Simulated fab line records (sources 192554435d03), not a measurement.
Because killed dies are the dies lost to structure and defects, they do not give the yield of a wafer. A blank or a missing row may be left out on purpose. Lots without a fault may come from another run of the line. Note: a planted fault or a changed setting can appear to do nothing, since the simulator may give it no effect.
Lot-split experiment + flow n5 finfet + route with 1938 steps; 7 lots, 21 wafers read

== THE SPLIT ITSELF ==
At N5_SDB_EXPOSE_08 (exposes mask SDB), the setting dose mj was moved away from the recipe's 49.6 on 8 of the 21 wafers read, by -4.6% to +2.9%. This setting was run at the recipe's value on the other wafers.

== FROM THE SPLIT TO THE READING: what the file shows between them, 2 steps ==
- N5_SDB_PEB_09: peb time 60 s
- N5_SDB_DEVELOP_10: develop time 30 s

== THE READING ==
cd nm, in nm, at N5_SDB_CD_MEAS_11 (target cd 50 nm). Fault-free wafers of this fab line usually give 49.9 nm, standard deviation 1.1 nm.

| wafer  | tool, chamber at the split | dose mj as run | against the recipe | cd nm, nm | against lot-mates on the recipe |
|--------|----------------------------|----------------|--------------------|-----------|---------------------------------|
| L078.2 | arfi scanner-01, 0         | 49.6           | recipe             | 50.1      | -                               |
| L078.5 | arfi scanner-01, 0         | 47.31          | -4.6%              | 44.0      | -6.1                            |
| L078.6 | arfi scanner-01, 0         | 47.31          | -4.6%              | 43.4      | -6.7                            |
| L080.2 | arfi scanner-03, 0         | 49.6           | recipe             | 49.7      | -                               |
| L080.4 | arfi scanner-03, 0         | 49.6           | recipe             | 49.0      | -                               |
| L080.5 | arfi scanner-03, 0         | 49.6           | recipe             | 48.8      | -                               |
| L081.1 | arfi scanner-01, 0         | 51.04          | +2.9%              | 54.8      | +4.9                            |
| L081.3 | arfi scanner-01, 0         | 51.04          | +2.9%              | 51.0      | +1.1                            |
| L081.4 | arfi scanner-01, 0         | 49.6           | recipe             | 49.9      | -                               |
| L082.1 | arfi scanner-02, 0         | 47.78          | -3.7%              | 44.9      | -4.7                            |
| L082.3 | arfi scanner-02, 0         | 47.78          | -3.7%              | 45.6      | -4.0                            |
| L082.4 | arfi scanner-02, 0         | 49.6           | recipe             | 49.6      | -                               |
| L084.1 | arfi scanner-01, 0         | 49.6           | recipe             | 49.1      | -                               |
| L084.2 | arfi scanner-01, 0         | 49.6           | recipe             | 51.4      | -                               |
| L084.5 | arfi scanner-01, 0         | 49.6           | recipe             | 50.8      | -                               |
| L093.3 | arfi scanner-02, 0         | 50.57          | +2.0%              | 51.9      | +0.9                            |
| L093.4 | arfi scanner-02, 0         | 49.6           | recipe             | 51.0      | -                               |
| L093.5 | arfi scanner-02, 0         | 50.57          | +2.0%              | 53.3      | +2.3                            |
| L094.2 | arfi scanner-02, 0         | 49.6           | recipe             | 50.0      | -                               |
| L094.3 | arfi scanner-02, 0         | 49.6           | recipe             | 51.1      | -                               |
| L094.4 | arfi scanner-02, 0         | 49.6           | recipe             | 50.8      | -                               |

FIT RESULTS
A straight line over all 21 wafers: cd nm changes by +1.27 nm for each +1% of dose mj; r = +0.94; the points scatter about the line by 1 nm.
The same after taking each lot's own level away (the mean of its wafers on the recipe; 21 wafers): +1.21 nm for each +1%; r = +0.95; scatter 0.88 nm.
According to that fit, moving dose mj by its largest amount changes the reading by 5.6 nm.
From 49.17 to 51.00 nm: that is the span of the lots' own levels, equal to 1.7 times the standard deviation above.
So the lot-to-lot level changes the slope little: the two slopes agree.
Check: for one of the wafers moved furthest among these (-4.6%), held out of the fit, the line's prediction against its lot-mates is -5.64 nm. It came out at -6.1 nm against them.

== THE FILE'S OWN FIT ==
cd nm changes by +1.22 nm for each +1% of dose mj, r = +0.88.
